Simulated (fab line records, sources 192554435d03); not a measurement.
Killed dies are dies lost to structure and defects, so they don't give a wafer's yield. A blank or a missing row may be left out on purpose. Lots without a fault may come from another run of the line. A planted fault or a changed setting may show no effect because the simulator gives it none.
Split-lot experiment | flow n5_finfet | 7 lots, 21 wafers read, on a route of 1938 steps

THE SPLIT
At N5_MOL_CONTACT_COAG_COAT_34 (resist thk 40 nm), the setting spin_rpm was moved away from the recipe's 1500 rpm on 5 of the 21 wafers read, by -11.0% to +6.2%. The other wafers ran this setting at the recipe's value.

FROM THE SPLIT TO THE READING: what the file shows between them, 6 steps
- N5_MOL_CONTACT_COAG_EBR_36
- N5_MOL_CONTACT_COAG_SOFTBAKE_35: time 60 s
- N5_MOL_CONTACT_COAG_EXPOSE_37: exposes mask VD, defocus 0 nm
- N5_MOL_CONTACT_COAG_PEB_38: peb time 60 s
- N5_MOL_CONTACT_COAG_DEVELOP_39: develop time 30 s
- N5_MOL_CONTACT_COAG_DESCUM_45: chemistry O2, time 7 s

THE READING
CAR-EUV_of_MOL_CONTACT_COAG_COAT_34.thk_nm (the simulator's own value, which no gauge read), in nm, at N5_MOL_CONTACT_COAG_ETCH_65 (etches underlayer in N2/H2, target depth 13 nm, time 10.4 s). The file gives no usual value for it. The 16 wafers here that ran the recipe average 24.6 nm, standard deviation 0.17 nm.

wafer  | tool, chamber at the split | spin_rpm as run, rpm | against the recipe | CAR-EUV_of_MOL_CONTACT_COAG_COAT_34.thk_nm, nm | against lot-mates on the recipe
L074.2 | litho_track-04, 0          | 1500                 | recipe             | 24.6                                           | -
L074.6 | litho_track-04, 0          | 1500                 | recipe             | 24.6                                           | -
L074.3 | litho_track-04, 0          | 1500                 | recipe             | 24.8                                           | -
L076.1 | litho_track-04, 0          | 1593                 | +6.2%              | 23.6                                           | -1.1
L076.4 | litho_track-04, 0          | 1500                 | recipe             | 24.8                                           | -
L076.6 | litho_track-04, 0          | 1500                 | recipe             | 24.6                                           | -
L077.1 | litho_track-02, 0          | 1335                 | -11.0%             | 27.2                                           | +2.6
L077.4 | litho_track-02, 0          | 1500                 | recipe             | 24.6                                           | -
L077.5 | litho_track-02, 0          | 1500                 | recipe             | 24.6                                           | -
L081.1 | litho_track-04, 0          | 1500                 | recipe             | 24.6                                           | -
L081.5 | litho_track-04, 0          | 1500                 | recipe             | 24.6                                           | -
L081.3 | litho_track-04, 0          | 1500                 | recipe             | 24.8                                           | -
L082.2 | litho_track-01, 0          | 1500                 | recipe             | 24.4                                           | -
L082.5 | litho_track-01, 0          | 1500                 | recipe             | 24.4                                           | -
L082.4 | litho_track-01, 0          | 1500                 | recipe             | 24.2                                           | -
L089.1 | litho_track-04, 0          | 1500                 | recipe             | 24.8                                           | -
L089.2 | litho_track-04, 0          | 1346                 | -10.3%             | 27.4                                           | +2.6
L089.3 | litho_track-04, 0          | 1346                 | -10.3%             | 27                                             | +2.2
L090.2 | litho_track-04, 0          | 1455                 | -3.0%              | 25.6                                           | +0.8
L090.3 | litho_track-04, 0          | 1500                 | recipe             | 24.8                                           | -
L090.5 | litho_track-04, 0          | 1500                 | recipe             | 24.8                                           | -

THE FIT
A straight line over all 21 wafers: CAR-EUV_of_MOL_CONTACT_COAG_COAT_34.thk_nm changes by -0.235 nm for each +1% of spin_rpm; r = -0.98; the points scatter about the line by 0.21 nm.
The same after taking each lot's own level away (the mean of its wafers on the recipe; 21 wafers): -0.227 nm for each +1%; r = -0.99; scatter 0.12 nm.
On that fit, the largest move of spin_rpm shifts the reading by 2.5 nm.
The lots' own levels span 24.33 to 24.80 nm, that is 2.7 times the standard deviation above.
So the lot-to-lot level changes the slope little: the two slopes agree.
Check: with one of the wafers moved furthest among these (-11.0%) left out of the fit, the line predicts +2.5 nm for it against its lot-mates. It came out at +2.6 nm against them.

OTHER SPLITS ON THESE WAFERS
These wafers also went through other splits before the reading. Each is held against what the fit with the lots' levels taken away leaves over:
other split on the same wafers        | wafers away from the commonest value | r with CAR-EUV_of_MOL_CONTACT_COAG_COAT_34.thk_nm (lot level and that fit taken away)
N5_MOL_CONTACT_COAG_EXPOSE_05 dose_mj | 9                                    | -0.29

THE WHOLE CHAIN: every reading that the file lists as answering this split, in the file's order
step                           | what it does                                                | reading                                                                                     | change (the file's fit)               | r (the file's)
N5_MOL_CONTACT_COAG_COAT_34    | resist thk 40 nm                                            | CAR-EUV_of_MOL_CONTACT_COAG_COAT_34.thk_nm (the simulator's own value, which no gauge read) | -0.217 nm for each +1% of the setting | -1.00
N5_MOL_CONTACT_COAG_DEVELOP_39 | develop time 30 s                                           | CAR-EUV_of_MOL_CONTACT_COAG_COAT_34.thk_nm (the simulator's own value, which no gauge read) | -0.207 nm for each +1% of the setting | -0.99
N5_MOL_CONTACT_COAG_ETCH_65    | etches underlayer in N2/H2, target depth 13 nm, time 10.4 s | CAR-EUV_of_MOL_CONTACT_COAG_COAT_34.thk_nm (the simulator's own value, which no gauge read) | -0.228 nm for each +1% of the setting | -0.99

THE FILE'S OWN FIT
CAR-EUV_of_MOL_CONTACT_COAG_COAT_34.thk_nm changes by -0.228 nm for each +1% of spin_rpm, r = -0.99.
